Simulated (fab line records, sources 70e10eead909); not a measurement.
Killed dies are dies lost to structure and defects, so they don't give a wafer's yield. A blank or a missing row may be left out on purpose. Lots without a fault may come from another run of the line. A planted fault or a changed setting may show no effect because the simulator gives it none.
Chamber matching | flow nand_harc | NHARC_A_STAIRCASE_TRIM_12 on rie_diel-04: 4 sister chambers
The step chemistry O2, time 211.2 s. 14 wafers are shown with their chamber, then 7 later ones without.

WAFERS WITH THEIR CHAMBER
wafer  | chamber | showerhead_plenum_p_Torr (Torr) | drypump_motor_current_A (A) | rf_vpp_V (V)
L750.2 | 3       | 3.73                            | 6.0                         | 59.6
L750.4 | 2       | 3.62                            | 6.2                         | 57.0
L750.6 | 3       | 3.73                            | 6.0                         | 58.9
L757.1 | 3       | 3.72                            | 6.0                         | 56.8
L757.2 | 0       | 3.38                            | 5.2                         | 57.5
L757.5 | 2       | 3.61                            | 6.2                         | 59.2
L756.1 | 1       | 3.28                            | 6.6                         | 56.6
L756.2 | 0       | 3.38                            | 5.3                         | 55.7
L756.3 | 2       | 3.60                            | 6.2                         | 58.8
L759.1 | 2       | 3.60                            | 6.2                         | 57.3
L759.3 | 3       | 3.71                            | 6.0                         | 59.1
L759.5 | 2       | 3.60                            | 6.2                         | 58.2
L761.2 | 0       | 3.38                            | 5.3                         | 57.9
L761.3 | 3       | 3.71                            | 6.0                         | 59.8

SIGNATURES (means of the wafers above)
reading                  | chamber 0 | chamber 1 | chamber 2 | chamber 3 | scatter within a chamber
showerhead_plenum_p_Torr | 3.3800    | 3.2800    | 3.6060    | 3.7200    | 0.00849
drypump_motor_current_A  | 5.267     | 6.600     | 6.200     | 6.000     | 0.0258
rf_vpp_V                 | 57.033    | 56.600    | 58.100    | 58.840    | 1.1
Rule: a wafer's distance from a chamber is the root of the sum, over the readings, of the square of ((its reading less the chamber's mean) divided by the reading's scatter). The wafer belongs to the nearest chamber; if the next one is less than 2 further off, it can't be placed. The scatter: the root of (the sum of the squares of (reading less its chamber's mean) over the shown wafers, divided by (wafers less chambers)).

WAFERS WITHOUT THEIR CHAMBER
wafer  | showerhead_plenum_p_Torr (Torr) | drypump_motor_current_A (A) | rf_vpp_V (V)
L761.5 | 3.27                            | 6.6                         | 55.3
L762.3 | 3.81                            | 6.6                         | 59.2
L762.4 | 3.70                            | 6.0                         | 57.6
L762.6 | 3.60                            | 6.2                         | 56.6
L764.2 | 3.70                            | 6.0                         | 61.0
L764.3 | 3.37                            | 5.3                         | 57.1
L764.6 | 3.70                            | 6.0                         | 57.8

WHICH CHAMBER EACH WENT THROUGH
wafer  | from the rows above | in truth
L761.5 | 1                   | 1
L762.3 | 3                   | 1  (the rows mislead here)
L762.4 | 3                   | 3
L762.6 | 2                   | 2
L764.2 | 3                   | 3
L764.3 | 0                   | 0
L764.6 | 3                   | 3
Placed correctly: 6 of 7. Can't be placed from these rows: 0. Placed wrongly: 1.
